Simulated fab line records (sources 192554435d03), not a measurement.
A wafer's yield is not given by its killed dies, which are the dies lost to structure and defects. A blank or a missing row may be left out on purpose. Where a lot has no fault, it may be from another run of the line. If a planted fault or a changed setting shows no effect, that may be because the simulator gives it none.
fab line records    flow n5Finfet
record lots=10  wafers=30  lastDay=17
route steps=1938 shown BEOL_M4@1111 BEOL_M12@1639 PASSIVATION@1936
lots that met no fault: from a run of the same line without faults
startH: hours from the record's first day to the start of the lot's first wafer shown    waitH: how many hours have passed since the lot's step before this one    " the same as in the row above    L1.1+2: several wafers, shown together as one row    - no value present, or no start provided    * or withheld: withheld    < > ~ a bound
route shown NAME@n: a module of which the file shows steps, and the number in the route of the first    usual: average and standard deviation across the fault-free wafers    same: alike in all rows    chamber/n: place in a boat    sites: readings site by site    _std_site: their standard deviation    _edge_site: inner sites' mean taken away from outer sites' mean    radiusMm: for every site, how far away it sits from the centre of the wafer    mask NAME#n: copy n    behind: the tool/chamber that last shaped the wafer    hold: cause of the lot's hold/its duration in hours/its outcome    device: transistor that didn't switch, given as n, p or np    end of line: tests run on the same wafers once the route is complete    a step with no rows: only its recipe    killed: at the first sort, the dies lost to defects and structure; wafer yield is something else    map: a wafer's dies, marking killed ones x, the rest . and places with no die _
set.NAME: the setting as run; set.NAME@STEP: as run at that earlier step    model.NAME: the simulator's own value behind a step, which no gauge read
the route's steps for a sample of lots (tables are steps, rows are wafers)
services: when a tool's chamber went out of use (startH, in hours from the record's first day, below 0 if earlier), for how many hours, and the reason
## steps
# step N5_BEOL_M4_RC_MEAS_101
# usual DIBL_N=36.3/1.2  DIBL_P=36.3/1.4  IOFF_N=0.157/0.02  IOFF_P=0.22/0.033  ION_N=675/9.6  ION_P=465/8.2  SS_N=71.4/0.45  SS_P=73.3/0.54  VT_N=249.8/2.5  VT_P=-249/3.2
lot.wafer  tool       chamber  startH  waitH  DIBL_N[mV/V]  DIBL_P[mV/V]  IOFF_N[nA/um]  IOFF_P[nA/um]  ION_N[uA/um]  ION_P[uA/um]  SS_N[mV/dec]  SS_P[mV/dec]  VT_N[mV]  VT_P[mV]
L165.1     prober-01  0        215.64  0.0    36.5          35.2          0.145          0.20           677           465           71.7          73.1          253.5     -251
L165.5     "          0        "       "      37.5          37.4          0.176          0.24           690           477           71.7          73.4          246.0     -247
L165.6     "          0        "       "      36.6          34.6          0.138          0.19           674           460           71.2          73.4          252.7     -251
L169.1     prober-02  0        234.49  0.0    37.6          37.5          0.184          0.22           686           470           71.3          73.1          244.6     -247
L169.2     "          0        "       "      35.8          34.8          0.135          0.17           662           449           71.1          72.5          250.2     -251
L169.5     "          0        "       "      35.3          34.3          0.135          0.17           664           458           71.0          72.0          251.1     -251
L173.2     prober-01  0        263.83  0.2    37.4          38.4          0.177          0.21           680           462           72.0          73.6          248.5     -253
L173.5     "          0        "       "      36.5          36.9          0.157          0.18           669           459           71.7          73.1          249.4     -253
L173.6     "          0        "       "      36.8          36.2          0.153          0.18           665           451           72.0          73.3          250.3     -254
L174.1     prober-01  0        269.43  0.0    37.2          37.3          0.182          0.25           680           475           71.3          73.5          248.5     -246
L174.3     "          0        "       "      35.8          36.4          0.173          0.24           680           472           71.3          73.9          249.2     -245
L174.4     "          0        "       "      36.2          36.6          0.173          0.23           677           465           71.1          72.8          247.7     -246
L176.1     prober-02  0        276.89  0.0    37.1          37.0          0.156          0.22           666           459           71.4          74.0          250.1     -249
L176.2     "          0        "       "      36.4          36.4          0.154          0.21           671           457           72.1          73.0          252.0     -251
L176.3     "          0        "       "      34.7          34.0          0.120          0.18           660           453           70.6          73.4          254.0     -253
L180.1     prober-01  0        299.75  0.0    35.0          33.2          0.123          0.15           654           443           70.7          73.8          256.3     -256
L180.4     "          0        "       "      35.9          34.8          0.141          0.17           665           450           71.5          73.9          254.5     -258
L180.5     "          0        "       "      35.8          34.6          0.130          0.17           650           442           71.2          73.9          257.1     -256
L181.1     prober-02  0        300.57  0.2    35.0          35.5          0.126          0.18           653           459           70.5          72.8          254.0     -251
L181.4     "          0        "       "      35.4          36.4          0.127          0.19           661           460           71.3          73.2          254.7     -251
L181.6     "          0        "       "      34.6          35.6          0.115          0.18           658           459           70.8          73.1          254.7     -252
L184.1     prober-01  0        307.20  0.0    35.7          36.1          0.147          0.25           673           469           71.2          73.3          249.2     -246
L184.3     "          0        "       "      37.4          37.9          0.182          0.28           675           473           71.5          74.0          246.1     -245
L184.5     "          0        "       "      36.5          36.6          0.170          0.26           667           464           71.8          73.9          247.4     -246
L182.1     prober-02  0        308.98  0.0    38.3          38.4          0.206          0.26           675           463           72.1          74.6          247.8     -247
L182.5     "          0        "       "      37.7          38.6          0.195          0.26           675           467           72.2          73.5          247.5     -249
L182.6     "          0        "       "      38.1          38.6          0.199          0.26           692           474           71.5          73.9          244.4     -245
L183.3     prober-02  0        315.34  0.3    37.2          37.3          0.186          0.26           691           481           71.4          74.0          247.1     -246
L183.5     "          0        "       "      37.1          36.7          0.174          0.25           683           473           71.6          74.1          249.6     -247
L183.6     "          0        "       "      35.9          34.6          0.154          0.22           689           474           70.7          73.9          253.2     -250
# step N5_BEOL_M12_TRENCH_ETCH_34
# recipe chemistry=C4F8/O2/Ar  target=SiOC  targetDepthA=3189.5  maskMaterial=SOC  pressureMtorr=30  sourceW=3000  biasW=700  Ar_flow_sccm=400  C4F8_flow_sccm=15  O2_flow_sccm=8  heInnerTorr=15  heOuterTorr=30  timeS=125.5  ionEnergyEv=250
# usual drypumpMotorCurrentA=5.8/0.44  heOuterTorr=30.00/0.069  oesProductAu=0.77/0.064  rfVppV=665.4/2.7  showerheadPlenumPTorr=3.42/0.093  throttleValvePct=24.3/0.33
lot.wafer  tool        chamber  startH  waitH  drypumpMotorCurrentA  heOuterTorr  oesProductAu  rfHoursCounterH  rfVppV  showerheadPlenumPTorr  throttleValvePct
L165.1     rieDiel-06  2        280.02  0.0    6.8                   30.05        0.71          214              665.3   3.40                   24.8
L165.5     "           3        "       "      5.4                   29.97        0.80          -                665.6   3.44                   24.1
L165.6     "           0        "       "      5.8                   30.04        0.74          -                666.7   3.41                   24.3
L169.1     rieDiel-01  3        307.61  0.0    6.1                   30.04        0.86          48               662.3   3.33                   23.7
L169.2     "           0        "       "      5.5                   29.99        0.84          77               662.2   3.33                   24.6
L169.5     "           1        "       "      5.5                   30.05        0.77          -                665.1   3.42                   23.8
L173.2     rieDiel-01  2        329.94  0.0    5.9                   29.98        0.68          239              666.3   3.51                   24.5
L173.5     "           2        "       "      5.9                   29.95        0.69          -                667.9   3.51                   24.5
L173.6     "           3        "       "      6.1                   30.00        0.83          -                664.1   3.32                   23.7
L174.1     rieDiel-01  2        336.72  0.0    5.9                   30.01        0.69          241              668.1   3.50                   24.5
L174.3     "           0        "       "      5.5                   30.07        0.82          87               662.5   3.33                   24.7
L174.4     "           3        "       "      6.1                   29.99        0.83          58               662.4   3.32                   23.7
L176.1     rieDiel-06  3        338.91  0.0    5.4                   29.94        0.78          144              667.0   3.43                   24.1
L176.2     "           0        "       "      5.8                   30.00        0.72          195              663.7   3.40                   24.3
L176.3     "           1        "       "      5.8                   30.03        0.77          134              662.0   3.29                   24.6
L180.1     rieDiel-06  1        363.88  0.0    5.8                   29.99        0.76          143              661.1   3.29                   24.6
L180.4     "           0        "       "      5.8                   30.13        0.71          204              665.4   3.39                   24.3
L180.5     "           0        "       "      5.8                   30.07        0.70          -                663.7   3.39                   24.3
L181.1     rieDiel-06  0        366.76  0.0    5.8                   30.15        0.71          205              665.1   3.39                   24.3
L181.4     "           1        "       "      5.8                   30.03        0.76          144              661.3   3.29                   24.6
L181.6     "           3        "       "      5.4                   30.01        0.77          -                666.3   3.42                   24.1
L184.1     rieDiel-01  1        369.45  0.0    5.5                   30.03        0.76          176              665.6   3.41                   23.9
L184.3     "           0        "       "      5.5                   29.92        0.80          102              663.4   3.32                   24.7
L184.5     "           1        "       "      5.5                   29.92        0.75          -                664.7   3.40                   23.9
L183.3     rieDiel-03  0        377.30  0.0    6.0                   30.02        0.91          35               666.8   3.48                   24.3
L183.5     "           2        "       "      5.7                   29.97        0.75          -                669.2   3.54                   24.4
L183.6     "           1        "       "      5.8                   29.96        0.81          -                669.0   3.58                   24.0
L182.1     rieDiel-01  2        378.06  0.0    5.9                   29.98        0.98          2                666.6   3.50                   24.1
L182.5     "           1        "       "      5.5                   29.83        0.75          -                664.8   3.40                   23.9
L182.6     "           0        "       "      5.5                   30.02        0.79          -                662.5   3.32                   24.7
# step N5_BEOL_M12_OCD_MEAS_35
# usual trenchDepthNm=318/4.2
lot.wafer  tool    chamber  startH  waitH  trenchDepthNm
L165.1     ocd-02  -        280.17  0.0    311
L165.5     "       -        "       "      319
L165.6     "       -        "       "      320
L169.1     ocd-02  -        307.76  0.0    327
L169.2     "       -        "       "      322
L169.5     "       -        "       "      322
L173.2     ocd-01  -        330.10  0.0    313
L173.5     "       -        "       "      316
L173.6     "       -        "       "      320
L174.1     ocd-01  -        336.88  0.0    320
L174.3     "       -        "       "      322
L174.4     "       -        "       "      327
L176.1     ocd-02  -        339.06  0.0    316
L176.2     "       -        "       "      315
L176.3     "       -        "       "      313
L180.1     ocd-02  -        364.04  0.0    313
L180.4     "       -        "       "      314
L180.5     "       -        "       "      314
L181.1     ocd-02  -        366.92  0.0    316
L181.4     "       -        "       "      315
L181.6     "       -        "       "      319
L184.1     ocd-01  -        369.61  0.0    323
L184.3     "       -        "       "      322
L184.5     "       -        "       "      320
L183.3     ocd-02  -        377.46  0.0    326
L183.5     "       -        "       "      319
L183.6     "       -        "       "      319
L182.1     ocd-01  -        378.22  0.0    321
L182.5     "       -        "       "      320
L182.6     "       -        "       "      321
# step N5_BEOL_M12_STRIP_37
# recipe chemistry=N2/H2  powerW=1000  tempC=250  h2Frac=0.65  overashFraction=0.3  pressureMtorr=withheld  n2FlowSccm=1750  h2FlowSccm=3250
# usual drypumpMotorCurrentA=5.41/0.096  h2FlowSccm=3249/10  heaterPowerW=338/28  oesProductAu=0.790/0.011
lot.wafer  tool            chamber  startH  waitH  drypumpMotorCurrentA  h2FlowSccm  heaterPowerW  oesProductAu  rfHoursCounterH
L165.1     plasmaAsher-02  0        280.21  0.0    5.28                  3253        366           0.803         131
L165.5     "               0        "       "      5.27                  3243        355           0.783         -
L165.6     "               1        "       "      5.31                  3258        368           0.789         -
L169.1     plasmaAsher-02  0        307.80  0.0    5.28                  3242        358           0.778         136
L169.2     "               1        "       "      5.32                  3239        362           0.805         136
L169.5     "               1        "       "      5.31                  3241        362           0.758         -
L173.2     plasmaAsher-01  0        330.13  0.0    -                     -           -             -             -
L173.5     "               0        "       "      -                     -           -             -             -
L173.6     "               1        "       "      -                     -           -             -             -
L174.1     plasmaAsher-01  1        336.92  0.0    -                     -           -             -             -
L174.3     "               0        "       "      -                     -           -             -             -
L174.4     "               1        "       "      -                     -           -             -             -
L176.1     plasmaAsher-02  1        339.10  0.0    -                     -           -             -             -
L176.2     "               0        "       "      -                     -           -             -             -
L176.3     "               0        "       "      -                     -           -             -             -
L180.1     plasmaAsher-01  0        364.08  0.0    5.44                  3250        349           0.805         92
L180.4     "               1        "       "      5.51                  3239        299           0.801         -
L180.5     "               1        "       "      5.52                  3237        299           0.776         -
L181.1     plasmaAsher-02  1        366.96  0.0    5.31                  3252        368           0.790         147
L181.4     "               0        "       "      5.28                  3268        342           0.807         -
L181.6     "               1        "       "      5.31                  3264        352           0.784         -
L184.1     plasmaAsher-02  0        369.65  0.0    5.29                  3234        362           0.816         148
L184.3     "               0        "       "      5.28                  3235        353           0.792         -
L184.5     "               0        "       "      5.30                  3240        359           0.810         -
L183.3     plasmaAsher-02  0        377.51  0.1    5.31                  3252        348           0.793         -
L183.5     "               1        "       "      5.30                  3246        370           0.791         -
L183.6     "               0        "       "      5.29                  3255        362           0.794         -
L182.1     plasmaAsher-01  0        378.26  0.0    5.46                  3248        358           0.794         96
L182.5     "               1        "       "      5.51                  3250        302           0.788         -
L182.6     "               0        "       "      5.48                  3251        360           0.797         -
# step N5_BEOL_M12_DEGAS_41
# recipe ambient=vacuum  tempC=250  timeS=60
# usual heaterPowerW=310/28
lot.wafer  tool           chamber  startH  waitH  heaterPowerW
L165.1     pvdSputter-02  -        281.26  0.3    301
L165.5     "              -        "       "      337
L165.6     "              -        "       "      302
L169.1     pvdSputter-03  -        311.30  0.0    338
L169.2     "              -        "       "      339
L169.5     "              -        "       "      347
L173.2     pvdSputter-01  -        332.00  0.5    298
L173.5     "              -        "       "      288
L173.6     "              -        "       "      305
L174.1     pvdSputter-01  -        339.12  0.3    254
L174.3     "              -        "       "      313
L174.4     "              -        "       "      293
L176.1     pvdSputter-02  -        340.08  0.6    302
L176.2     "              -        "       "      324
L176.3     "              -        "       "      332
L180.1     pvdSputter-01  -        369.07  0.2    251
L180.4     "              -        "       "      302
L180.5     "              -        "       "      309
L181.1     pvdSputter-03  -        369.48  0.3    284
L181.4     "              -        "       "      341
L181.6     "              -        "       "      318
L184.1     pvdSputter-01  -        372.05  0.3    303
L184.3     "              -        "       "      255
L184.5     "              -        "       "      313
L183.3     pvdSputter-03  -        378.92  0.8    318
L183.5     "              -        "       "      296
L183.6     "              -        "       "      326
L182.1     pvdSputter-02  -        379.83  0.3    361
L182.5     "              -        "       "      310
L182.6     "              -        "       "      338
# step N5_PASSIVATION_PROBE_49
# usual defectLimitedYield=91.1/1.4  killed_at_M0_to_M3=33/10  killed_at_M4_up=15/5.8  killedAtContacts=13/5.9  killedAtFrontEnd=39/11  killedAtOther=4/3.6  killedDies=105/16  killedOnRim=13/3.7  killedOpen=68/11  killedShort=34/7.8  sort_bin_5_function=5.2/0.88  sort_bin_6_memory=3.3/0.61  sortNPass=1075/16  sortYieldPct=91.1/1.4
# same grossDies=1180  killedAtBackSide=0  sort_bin_4_leakage[%]=0  sort_bin_8_speed[%]=0
lot.wafer  tool       chamber  startH  waitH  defectLimitedYield[%]  killed_at_M0_to_M3  killed_at_M4_up  killedAtContacts  killedAtFrontEnd  killedAtOther  killedDies  killedOnRim  killedOpen  killedShort  sort_bin_5_function[%]  sort_bin_6_memory[%]  sortNPass  sortYieldPct[%]
L165.1     prober-01  -        311.08  0.0    89.7                   57                  18               5                 35                6              121         11           78          35           6.4                     3.1                   1059       89.7
L165.5     prober-01  -        311.28  0.2    91.3                   37                  17               7                 39                3              103         18           67          32           4.9                     3.6                   1077       91.3
L173.2     prober-02  -        369.48  0.1    0                      34                  1112             5                 26                3              1180        152          57          30           97.1                    2.6                   0          0
L173.5     prober-02  -        369.63  0.2    0                      18                  1117             9                 36                0              1180        152          59          26           96.6                    3.0                   0          0
L173.6     prober-02  -        369.68  0.3    0                      46                  1081             14                39                0              1180        152          76          35           96.4                    3.2                   0          0
L174.1     prober-02  -        371.76  0.0    0                      39                  1079             14                33                15             1180        152          64          45           96.1                    3.4                   0          0
L174.3     prober-02  -        371.86  0.1    0                      33                  1085             8                 47                7              1180        152          74          36           95.8                    3.6                   0          0
L174.4     prober-02  -        371.91  0.2    0                      51                  1067             8                 46                8              1180        152          82          47           95.5                    4.2                   0          0
L176.1     prober-02  -        375.67  0.0    0                      23                  1067             8                 72                10             1180        152          83          48           94.7                    4.6                   0          0
L176.2     prober-02  -        375.72  0.1    0                      23                  1106             10                40                1              1180        152          52          30           97.2                    2.5                   0          0
L176.3     prober-02  -        375.77  0.1    0                      27                  1071             11                61                10             1180        152          81          40           95.9                    3.5                   0          0
# killed by level:class
L165.1 BEOL_M2:geometricParticle:open=15 BEOL_M0_SAQP:geometricParticle:open=14 STI_FIN_REVEAL:geometricParticle:open=9 BEOL_M0_SAQP:geometricParticle:short=9 FIN_SAQP:geometricParticle:open=6 BEOL_M1:geometricParticle:open=5 BEOL_M5:geometricParticle:open=5 DUMMY_GATE:geometricParticle:open=4
L165.5 STI_FIN_REVEAL:geometricParticle:open=14 BEOL_M0_SAQP:geometricParticle:open=9 BEOL_M1:geometricParticle:open=8 STI_FIN_REVEAL:geometricParticle:short=7 MOL_CONTACT_COAG:geometricParticle:open=6 BEOL_M0_SAQP:geometricParticle:short=6 BEOL_M4:geometricParticle:open=6 FIN_SAQP:geometricParticle:open=5
L173.2 BEOL_M12:areaSputter=1093 FIN_SAQP:geometricParticle:open=8 BEOL_M3:geometricParticle:open=8 BEOL_M4:geometricParticle:open=8 BEOL_M0_SAQP:geometricParticle:short=7 MOL_CONTACT_COAG:geometricParticle:open=5 BEOL_M0:geometricParticle:open=5 FIN_SAQP:geometricParticle:short=4
L173.5 BEOL_M12:areaSputter=1094 BEOL_M4:geometricParticle:open=10 FIN_SAQP:geometricParticle:open=8 MOL_CONTACT_COAG:geometricParticle:open=8 FIN_SAQP:geometricParticle:short=6 DUMMY_GATE:geometricParticle:open=6 STARTING-WAFER:geometricParticle:short=5 BEOL_M3:geometricParticle:open=5
L173.6 BEOL_M12:areaSputter=1067 MOL_CONTACT_COAG:geometricParticle:open=11 BEOL_M2:geometricParticle:open=10 FIN_SAQP:geometricParticle:open=7 BEOL_M1:geometricParticle:open=7 FIN_SAQP:geometricParticle:short=7 BEOL_M0:geometricParticle:open=7 STI_FIN_REVEAL:geometricParticle:open=6
L174.1 BEOL_M12:areaSputter=1071 MOL_CONTACT_COAG:geometricParticle:open=11 BEOL_M0_SAQP:geometricParticle:short=10 FIN_SAQP:geometricParticle:open=8 BEOL_M3:geometricParticle:open=8 BEOL_M0_SAQP:geometricParticle:open=6 BEOL_M3:geometricParticle:short=6 FIN_SAQP:geometricParticle:short=5
L174.3 BEOL_M12:areaSputter=1069 FIN_SAQP:geometricParticle:open=16 FIN_SAQP:geometricParticle:short=7 BEOL_M0_SAQP:geometricParticle:open=7 BEOL_M0_SAQP:geometricParticle:short=7 BEOL_M3:geometricParticle:open=7 STI_FIN_REVEAL:geometricParticle:open=6 MOL_CONTACT_COAG:geometricParticle:open=6
L174.4 BEOL_M12:areaSputter=1051 FIN_SAQP:geometricParticle:short=15 BEOL_M3:geometricParticle:open=13 BEOL_M0_SAQP:geometricParticle:short=13 BEOL_M0_SAQP:geometricParticle:open=13 FIN_SAQP:geometricParticle:open=10 MOL_CONTACT_COAG:geometricParticle:open=8 DUMMY_GATE:geometricParticle:open=6
L176.1 BEOL_M12:areaSputter=1044 FIN_SAQP:geometricParticle:short=17 FIN_SAQP:geometricParticle:open=15 STI_FIN_REVEAL:geometricParticle:open=13 GATE_CUT:geometricParticle:short=11 BEOL_M2:geometricParticle:open=10 BEOL_M4:geometricParticle:open=9 MOL_CONTACT_COAG:geometricParticle:open=6
L176.2 BEOL_M12:areaSputter=1096 FIN_SAQP:geometricParticle:short=11 MOL_CONTACT_COAG:geometricParticle:open=10 BEOL_M2:geometricParticle:open=8 FIN_SAQP:geometricParticle:open=7 BEOL_M3:geometricParticle:open=6 STI_FIN_REVEAL:geometricParticle:open=5 ILD0:geometricParticle:short=4
L176.3 BEOL_M12:areaSputter=1058 FIN_SAQP:geometricParticle:open=19 BEOL_M2:geometricParticle:open=13 FIN_SAQP:geometricParticle:short=10 MOL_CONTACT_COAG:geometricParticle:open=8 ILD0:geometricParticle:open=7 BEOL_M4:geometricParticle:open=7 STI_FIN_REVEAL:geometricParticle:open=5
## services
tool            chamber  startH  hours  kind
rieDiel-03      0        259.40  -      clean
rieDiel-03      0        259.40  -      consumableReplace:focusRing
rieDiel-03      0        259.40  20.5   scheduledDown
rieDiel-03      0        259.40  20.5   ventCycle
rieDiel-03      -        267.25  1.6    repair
rieDiel-03      3        279.88  -      clean
rieDiel-03      3        279.88  -      consumableReplace:focusRing
rieDiel-03      3        279.88  -      consumableReplace:showerhead
rieDiel-03      3        279.88  20.9   scheduledDown
rieDiel-03      3        279.88  20.9   ventCycle
rieDiel-03      2        330.71  4.4    repair
plasmaAsher-01  -        353.98  1.1    repair
rieDiel-01      2        357.51  -      clean
rieDiel-01      2        357.51  -      consumableReplace:focusRing
rieDiel-01      2        357.51  16.1   scheduledDown
rieDiel-01      2        357.51  16.1   ventCycle
rieDiel-06      -        370.27  2.8    pm
rieDiel-06      2        379.23  -      clean
rieDiel-06      2        379.23  -      consumableReplace:esc
rieDiel-06      2        379.23  -      consumableReplace:focusRing
rieDiel-06      2        379.23  23.6   scheduledDown
rieDiel-06      2        379.23  23.6   ventCycle
## key
firstSign step=N5_BEOL_M12_STRIP_37  reading=toolRecord  direction=missing
effect step=N5_PASSIVATION_PROBE_49  reading=killed_at_M4_up  direction=up  sigmas=99+  usual=15  struck=1087
moreKillsBornAt N5_BEOL_M12_SPUTTER_43@pvdSputter-01=6445  N5_BEOL_M12_SPUTTER_43@pvdSputter-02=3198
metAt N5_BEOL_M12_STRIP_37
struckLots L173,L174,L176
laterRowsLeftOut L173.2,L173.5,L173.6,L174.1,L174.3,L174.4,L176.1,L176.2,L176.3
notActingAt N5_BEOL_M12_TRENCH_ETCH_34,N5_BEOL_M12_OCD_MEAS_35,N5_BEOL_M12_DEGAS_41
onsetBetween 307.80 330.13
fault kind=skippedStepWhole  tool=plasmaAsher-01,plasmaAsher-02  chamber=-  onsetH=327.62  steps=N5_BEOL_M12_STRIP_37  scope=struckLotsOnly
# laterRowsLeftOut: the simulator's readings of these wafers behind a module that went badly wrong aren't trusted and aren't shown, but for the sort
